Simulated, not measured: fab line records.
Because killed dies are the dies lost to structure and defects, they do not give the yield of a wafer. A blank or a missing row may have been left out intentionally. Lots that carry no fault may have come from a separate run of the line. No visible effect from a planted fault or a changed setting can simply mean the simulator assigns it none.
Which tool was responsible? | flow n5 finfet | Sampling: 12 lots, 35 wafers, 4 of 1938 route steps

== WHAT THE GAUGES SHOWED, per wafer ==
The record holds no reading of a measuring or inspecting step that can be judged against a usual standard deviation.

== TOOL THAT RAN EACH LOT (tool first, then ch and the chambers of the sampled wafers, then the start) ==
lot  | N5_BEOL_M7_SURFACE_TREAT_79  | N5_BEOL_M7_SPUTTER_48        | N5_BEOL_M8_PECVD_70             | N5_BEOL_M8_HM_DEP_02
L813 | pvd sputter-02, day 8 19:10  | pvd sputter-02, day 8 19:24  | pecvd-04 ch 0,1, day 8 21:34    | pvd sputter-01, day 8 22:14
L814 | pvd sputter-03, day 9 01:30  | pvd sputter-02, day 9 01:45  | pecvd-01 ch 1,2, day 9 03:55    | pvd sputter-03, day 9 05:36
L816 | pvd sputter-01, day 9 10:14  | pvd sputter-01, day 9 10:29  | pecvd-02 ch 0,1, day 9 12:48    | pvd sputter-02, day 9 13:23
L819 | pvd sputter-03, day 9 22:22  | pvd sputter-01, day 9 22:37  | pecvd-01 ch 0,2, day 10 00:29   | pvd sputter-02, day 10 00:55
L820 | pvd sputter-01, day 10 23:39 | pvd sputter-01, day 10 23:55 | pecvd-04 ch 0,1, day 11 02:12   | pvd sputter-03, day 11 04:04
L823 | pvd sputter-01, day 11 17:37 | pvd sputter-03, day 11 17:49 | pecvd-02 ch 0,1,2, day 11 19:38 | pvd sputter-02, day 11 20:53
L824 | pvd sputter-02, day 11 18:23 | pvd sputter-03, day 11 19:54 | pecvd-02 ch 0,2, day 11 21:58   | pvd sputter-03, day 11 22:24
L826 | pvd sputter-02, day 12 06:31 | pvd sputter-03, day 12 08:14 | pecvd-02 ch 0,2, day 12 10:07   | pvd sputter-02, day 12 11:50
L829 | pvd sputter-02, day 13 00:13 | pvd sputter-03, day 13 00:25 | pecvd-04 ch 0,2, day 13 02:01   | pvd sputter-01, day 13 04:19
L831 | pvd sputter-01, day 13 18:32 | pvd sputter-03, day 13 18:44 | pecvd-04 ch 0,2, day 13 20:26   | pvd sputter-03, day 13 22:10
L835 | pvd sputter-01, day 14 19:04 | pvd sputter-01, day 14 19:31 | pecvd-01 ch 0,2, day 14 21:09   | pvd sputter-01, day 14 22:52
L836 | pvd sputter-02, day 14 19:55 | pvd sputter-02, day 14 20:10 | pecvd-01 ch 0,2, day 14 21:51   | pvd sputter-01, day 14 23:07
- N5_BEOL_M7_SURFACE_TREAT_79
- N5_BEOL_M7_SPUTTER_48: material Cu, target thk 10 nm, time 1.667 s.
- N5_BEOL_M8_PECVD_70: deposits SiO2 from TEOS/O2, target thk 20 nm, time 22.7 s.
- N5_BEOL_M8_HM_DEP_02: deposits TiN, target thk 20 nm.

== AS READ BY THE TOOLS THEMSELVES (means over the sampled wafers that have a number; for cases with no such wafer, the mark the record gives instead) ==
N5_BEOL_M7_SPUTTER_48.
lot  | tool           | cathode dc power W (W) | throttle valve pct (%)
L813 | pvd sputter-02 | 25998                  | 30.9
L814 | pvd sputter-02 | 26000                  | 30.6
L816 | pvd sputter-01 | 26000                  | 29.9
L819 | pvd sputter-01 | 25997                  | 29.9
L820 | pvd sputter-01 | 26000                  | 30.6
L823 | pvd sputter-03 | 25999                  | 29.9
L824 | pvd sputter-03 | 25998                  | 30.1
L826 | pvd sputter-03 | 26002                  | 29.6
L829 | pvd sputter-03 | 24963                  | 28.8
L831 | pvd sputter-03 | 24971                  | 29.7
L835 | pvd sputter-01 | 26001                  | 30.1
L836 | pvd sputter-02 | 25994                  | 29.8

N5_BEOL_M8_PECVD_70.
lot  | tool     | heater power w (W) | showerhead plenum p Torr (Torr) | throttle valve pct (%)
L813 | pecvd-04 | 774                | 8.76                            | 21.6
L814 | pecvd-01 | 665                | 8.78                            | 21.4
L816 | pecvd-02 | 734                | 8.79                            | 24.7
L819 | pecvd-01 | 781                | 8.77                            | 22.2
L820 | pecvd-04 | 780                | 8.75                            | 21.5
L823 | pecvd-02 | 750                | 8.79                            | 24.0
L824 | pecvd-02 | 788                | 8.78                            | 24.2
L826 | pecvd-02 | 724                | 8.80                            | 24.2
L829 | pecvd-04 | 859                | 8.78                            | 21.0
L831 | pecvd-04 | 796                | 8.79                            | 20.9
L835 | pecvd-01 | 789                | 8.76                            | 22.6
L836 | pecvd-01 | 750                | 8.77                            | 22.4

N5_BEOL_M8_HM_DEP_02.
lot  | tool           | throttle valve pct (%)
L813 | pvd sputter-01 | 29.9
L814 | pvd sputter-03 | 30.3
L816 | pvd sputter-02 | 30.5
L819 | pvd sputter-02 | 31.1
L820 | pvd sputter-03 | 29.7
L823 | pvd sputter-02 | 30.4
L824 | pvd sputter-03 | 29.4
L826 | pvd sputter-02 | 31.4
L829 | pvd sputter-01 | 29.8
L831 | pvd sputter-03 | 30.0
L835 | pvd sputter-01 | 30.0
L836 | pvd sputter-01 | 29.9

== THE ANSWER, worked out from the rows above alone ==
Rule: usual is defined by the lots themselves. The widest of any qualifying gaps counts: lots, ordered by their means at a reading, are off when they make up no more than a third of the lots, leave a main group of 4 or more, and stand apart from it by 3 or more times the standard deviation of that group's means. A main group whose means are all the same, to the digits that the tables above print for the reading, isn't used. A lot without any number at a reading at which 4 lots or more have one is off too. Where the step has rows for the other lots, those lots are counted as sound. Order of review: gauges by route order, followed by the tools' own readings, for which a lot's mean as printed above is used. The first step at which some lot is off is used, and at that step the reading that is off furthest; a lot without a number counts as furthest.
Off, at N5_BEOL_M7_SPUTTER_48 on cathode dc power W: L829, L831. Mean 25999 W and standard deviation 2.2 in the main group.
If a tool, at that step or one of the process steps before it, ran each lot that is off and ran no sound lot following the first of them, it fits. One fits: N5_BEOL_M7_SPUTTER_48 on pvd sputter-03. A fault onset in the window from L826 (day 12 08:14, its last sound lot) to L829 (day 13 00:25, its first lot off) fits.
The tool's own readings at N5_BEOL_M7_SPUTTER_48 bear it out: on the lots that are off they differ by more than 5 times the standard deviation of the sound lots' means. cathode dc power W reads 24967 W there against 25999 W on the sound lots.

== WHAT WAS PUT IN BY THE SIMULATOR ==
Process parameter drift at N5_BEOL_M7_SPUTTER_48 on pvd sputter-03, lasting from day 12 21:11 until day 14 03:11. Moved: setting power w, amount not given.
Lots struck among those shown: L829, L831. The rule above found the same.
